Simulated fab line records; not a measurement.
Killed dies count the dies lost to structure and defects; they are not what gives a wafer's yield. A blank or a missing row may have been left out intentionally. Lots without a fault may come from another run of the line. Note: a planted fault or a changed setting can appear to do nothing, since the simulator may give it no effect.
One fault through the eyes of 2 desks -- flow nand_harc -- each desk holds nothing but its own numbers, with what lay behind them at the end

THE DEFECT DESK
What the inspections along the route counted, lot by lot: means of the sampled wafers that have a number. If a lot's mean is further than 4 standard deviations from the usual mean, the lot is out of limits and carries the mark OUT (the distance appears in the brackets).
Columns: A = raw_defect_count at NHARC_P_M0_INSPECT_27, usual 306
lot,first seen here,A
L286,day 6 20:02,323
L287,day 7 04:06,181
L292,day 9 01:42,254
L294,day 10 00:34,339
L295,day 10 11:11,307
L296,day 10 19:53,334
L297,day 10 23:52,183
L299,day 12 12:31,295
L301,day 13 06:12,535
L302,day 13 12:38,513
L304,day 14 07:08,411
L305,day 14 07:31,277
L306,day 14 17:30,227
L308,day 15 22:29,228
This desk's verdict: no lot among the 14 shows anything out of limits.

AT THE TOOL OWNER'S DESK: arfi_scanner-03
The tool's own readings at NHARC_P_M1_EXPOSE_06 (exposes mask P M1, target cd 130 nm): means of the sampled wafers that have a number, for each lot that ran on this tool. If a lot's mean is further than 4 standard deviations from the usual mean, the lot is out of limits and carries the mark OUT (the distance appears in the brackets).
Columns: A = exposure_dose_mJ_cm2 at NHARC_P_M1_EXPOSE_06, usual 81.84; B = focus_offset_nm at NHARC_P_M1_EXPOSE_06, usual 0.0 nm
lot,first seen here,A,B
L287,day 7 05:22,81.88,0.1
L292,day 9 02:58,86.24 (+40) OUT,0.7
L294,day 10 01:49,85.33 (+32) OUT,-0.1
Finding of this desk: L292, L294 out of limits; the first was L292 at day 9 02:58, on exposure_dose_mJ_cm2 at NHARC_P_M1_EXPOSE_06. L287: within limits.

BROUGHT TOGETHER
An alarm could have come from the tool owner's desk at day 9 02:58, on L292, L294.
Nothing the defect desk looked at was out of limits.
The defect desk has L292, L294 on record, within its limits.
NHARC_P_M1_EXPOSE_06 was run on arfi_scanner-03 by each of the lots named.

WHAT THE SIMULATOR HAD PUT IN
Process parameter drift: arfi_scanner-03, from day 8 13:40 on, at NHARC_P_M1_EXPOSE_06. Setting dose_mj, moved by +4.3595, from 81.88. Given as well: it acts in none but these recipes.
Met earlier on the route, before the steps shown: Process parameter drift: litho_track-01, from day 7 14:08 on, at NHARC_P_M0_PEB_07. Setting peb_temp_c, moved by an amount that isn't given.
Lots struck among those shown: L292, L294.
How many hours passed from the start of the fault until each desk's first out-of-limits reading: the tool owner's desk, 13.
